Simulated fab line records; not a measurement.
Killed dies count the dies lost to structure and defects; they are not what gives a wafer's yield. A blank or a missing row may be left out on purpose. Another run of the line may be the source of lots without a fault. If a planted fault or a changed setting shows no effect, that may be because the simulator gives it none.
Problem report, 8D (eight disciplines) form, completed by code + flow nandHarc + the parts of the form that need people (team, actions taken, sign-off) are left out

== 1. WHAT IS WRONG ==
At NHARC_A_DECK1_JOINT_ETCHBACK_00, oesProductAu averages 0.850 a.u. over 2 wafers from 2 lots, while fault-free wafers read 0.998 a.u., standard deviation 0.012. That puts it -12 standard deviations away from the usual mean.
The step: etches the open film in HBr, target depth 30 nm, time 17.4 s.
Seen first at day 15 18:08 on rieSi-05, wafer L310.2. Wafers with a number at this step in the record: 39, from 13 lots. Rule for "out", or "out of limits": more than 4 standard deviations from the usual mean. Any other wafer with a number is counted as sound.

== 2. WHAT IT IS; WHAT IT IS NOT ==
| question                    | is                | is not                                                                                 |
|-----------------------------|-------------------|----------------------------------------------------------------------------------------|
| which readings at this step | oesProductAu      | drypumpMotorCurrentA, throttleValvePct                                                 |
| which lots                  | L310, L311        | L299, L301, L302, L303, L304, L307, L308, L309, L319, L320, L322                       |
| which wafers of those lots  | L310.2, L311.4    | L310.3, L310.6, L311.1, L311.6                                                         |
| read on which tools         | rieSi-05          | rieSi-01, rieSi-06                                                                     |
| when                        | from day 15 18:08 | up to then (26 sound wafers); but 11 sound wafers of L311, L319, L320, L322 came after |

== 3. THE SUSPECTS, EACH WITH WHAT RULES IT OUT ==
Counting: if a tool at a process step up to the reading ran every lot that is out, it stays a suspect. Sound lots after the first of them don't rule it out here, since some wafers of a struck lot are sound.
- rieSi-05 at NHARC_A_DECK1_JOINT_ETCHBACK_00 (etches the open film in HBr, target depth 30 nm, time 17.4 s): kept. Ran every lot that is out, first one L310 (day 15 18:08); last sound lot up to then L308 (day 15 04:14). Its own oesProductAu readings are out on those wafers.
- At NHARC_A_DECK1_JOINT_ETCHBACK_00, inside rieSi-05: chamber 1 took the wafers that are out, while their sound lot-mates went through chambers 2, 3.
Left after counting: rieSi-05 at NHARC_A_DECK1_JOINT_ETCHBACK_00.

== 4. THE CAUSE (what the simulator had put in) ==
rieSi-05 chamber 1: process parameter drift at NHARC_A_DECK1_JOINT_ETCHBACK_00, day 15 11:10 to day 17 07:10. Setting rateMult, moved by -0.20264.
The count eliminated every tool but this one.

== 5. THE EFFECT CHAIN, in route order ==
Each row: a reading whose mean over the struck wafers that have a number lies more than 3 standard deviations from the usual. Scope: only readings with a usual standard deviation given in the record; hours: median across lots of the time from each lot's start at the first step in this table that gives one to its start at this step; sigmas: change in usual standard deviations.
| hours | step                            | reading      | usual      | on struck wafers | change | sigmas |
|-------|---------------------------------|--------------|------------|------------------|--------|--------|
| 0     | NHARC_A_DECK1_JOINT_ETCHBACK_00 | oesProductAu | 0.998 a.u. | 0.850            | -0.148 | -12    |
Process steps it contains:
- NHARC_A_DECK1_JOINT_ETCHBACK_00: etches the open film in HBr, target depth 30 nm, time 17.4 s.
Later measuring or inspecting steps at which every struck wafer that the step has a row for has a number for every such reading, and none has moved that far: NHARC_A_ONON_D2_THK_MEAS_11, NHARC_END_SORT_01.

== 6. WHAT WOULD HAVE CAUGHT IT SOONER ==
7 hours passed between the start of the fault at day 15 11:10 and the first reading out of limits in this record, taken at day 15 18:08.
